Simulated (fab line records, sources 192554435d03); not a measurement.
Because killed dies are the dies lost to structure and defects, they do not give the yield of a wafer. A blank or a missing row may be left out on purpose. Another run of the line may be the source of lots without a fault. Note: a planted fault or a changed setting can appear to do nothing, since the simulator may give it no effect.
Matching of chambers | flow n5 finfet | N5_BEOL_M14_CMP_49 on cmp-01 has 4 sister chambers
The step polishes, stops on SiO2, t overpolish 5.2 s, target thk 560 nm. 4 wafers are shown with their chamber, then 10 later ones without.

## WAFERS, EACH WITH ITS CHAMBER
wafer  | chamber | motor current A (A)
L081.4 | 2       | 9.7
L088.6 | 3       | 6.6
L086.1 | 0       | 7.6
L086.3 | 1       | 8.1

## WAFERS MISSING THEIR CHAMBER
wafer  | motor current A (A)
L086.4 | 6.3
L089.1 | 10.5
L089.3 | 7.6
L089.5 | 6.4
L090.3 | 6.3
L090.4 | 8.1
L090.6 | 6.2
L097.2 | 7.7
L097.3 | 6.5
L097.6 | 8.0

## CHAMBER TAKEN BY EACH
wafer  | from the rows above     | in truth
L086.4 | 3                       | 3
L089.1 | 2                       | 2
L089.3 | can't be placed: 0 or 1 | 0
L089.5 | 3                       | 3
L090.3 | 3                       | 3
L090.4 | can't be placed: 1 or 0 | 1
L090.6 | 3                       | 3
L097.2 | can't be placed: 0 or 1 | 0
L097.3 | 3                       | 3
L097.6 | can't be placed: 1 or 0 | 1
Correctly placed: 6 of 10. From these rows, 4 cannot be placed; in 4 the true chamber is one of the candidates. Number placed wrongly: 0.
How it was worked out, from the rows above alone: a wafer's distance from a chamber is the root of the sum, over the readings, of the square of ((its reading less the chamber's mean) divided by the reading's scatter). If the next closest chamber is less than 2 further off than the closest, the wafer can't be placed; otherwise it belongs to the closest. The mean given for a chamber averages the wafers shown for that chamber. The scatter: root of mean squared gap, hidden wafer to nearest shown wafer, with one shown wafer a chamber.
